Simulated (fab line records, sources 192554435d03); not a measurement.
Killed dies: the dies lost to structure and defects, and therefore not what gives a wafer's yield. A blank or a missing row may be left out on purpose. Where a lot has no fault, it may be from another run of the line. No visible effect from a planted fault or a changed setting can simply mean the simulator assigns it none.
Chamber matching | flow n5 finfet | 4 sister chambers for N5_FIN_SAQP_ETCH_52 on rie diel-06
The step etches SOC in N2/H2, target depth 100 nm, overetch 20 nm, time 150 s. 14 wafers are shown with their chamber, then 6 later ones without.

WAFERS PAIRED WITH THEIR CHAMBERS
wafer  | chamber | drypump motor current A (A) | throttle valve pct (%) | oes product au (a.u.)
L277.1 | 1       | 5.9                         | 18.08                  | 0.60
L277.4 | 1       | 5.9                         | 18.08                  | 0.60
L277.6 | 1       | 5.9                         | 18.06                  | 0.61
L281.2 | 3       | 5.0                         | 18.18                  | 0.62
L281.3 | 2       | 5.4                         | 17.85                  | 0.64
L281.5 | 2       | 5.4                         | 17.85                  | 0.64
L290.3 | 0       | 5.3                         | 18.18                  | 0.62
L290.5 | 2       | 5.4                         | 17.87                  | 0.63
L290.6 | 3       | 4.9                         | 17.71                  | 0.90
L292.1 | 3       | 4.9                         | 17.72                  | 0.89
L292.6 | 1       | 5.9                         | 17.63                  | 0.84
L293.1 | 2       | 5.4                         | 17.88                  | 0.63
L293.4 | 1       | 5.9                         | 17.64                  | 0.84
L293.6 | 2       | 5.3                         | 17.86                  | 0.63

SIGNATURES (means of the wafers above)
reading                 | chamber 0 | chamber 1 | chamber 2 | chamber 3 | scatter within a chamber
drypump motor current A | 5.300     | 5.900     | 5.380     | 4.933     | 0.0383
throttle valve pct      | 18.1800   | 17.8980   | 17.8620   | 17.8700   | 0.194
oes product au          | 0.6200    | 0.6980    | 0.6340    | 0.8033    | 0.109
Rule: a wafer lies at a distance from a chamber equal to the root of the sum of squares, over the readings, of (its reading less the chamber's mean, divided by the reading's scatter). The wafer belongs to the nearest chamber; if the next one is less than 2 further off, it can't be placed. The scatter is the square root of a quotient: the sum, over the shown wafers, of each reading's squared deviation from its chamber's mean, divided by wafers minus chambers.

WAFERS MISSING THEIR CHAMBER
wafer  | drypump motor current A (A) | throttle valve pct (%) | oes product au (a.u.)
L295.1 | 5.0                         | 17.72                  | 0.86
L295.3 | 5.3                         | 17.73                  | 0.87
L295.5 | 5.9                         | 17.64                  | 0.83
L297.2 | 5.9                         | 17.65                  | 0.83
L297.4 | 5.3                         | 17.91                  | 0.62
L297.5 | 5.9                         | 17.68                  | 0.82

WHICH CHAMBER EACH WENT THROUGH
wafer  | from the rows above     | in truth
L295.1 | 3                       | 3
L295.3 | can't be placed: 2 or 0 | 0
L295.5 | 1                       | 1
L297.2 | 1                       | 1
L297.4 | can't be placed: 0 or 2 | 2
L297.5 | 1                       | 1
Placed correctly: 4 of 6. Cannot be placed on the basis of these rows: 2; the candidates contain the true chamber in 2. 0 placed wrongly.
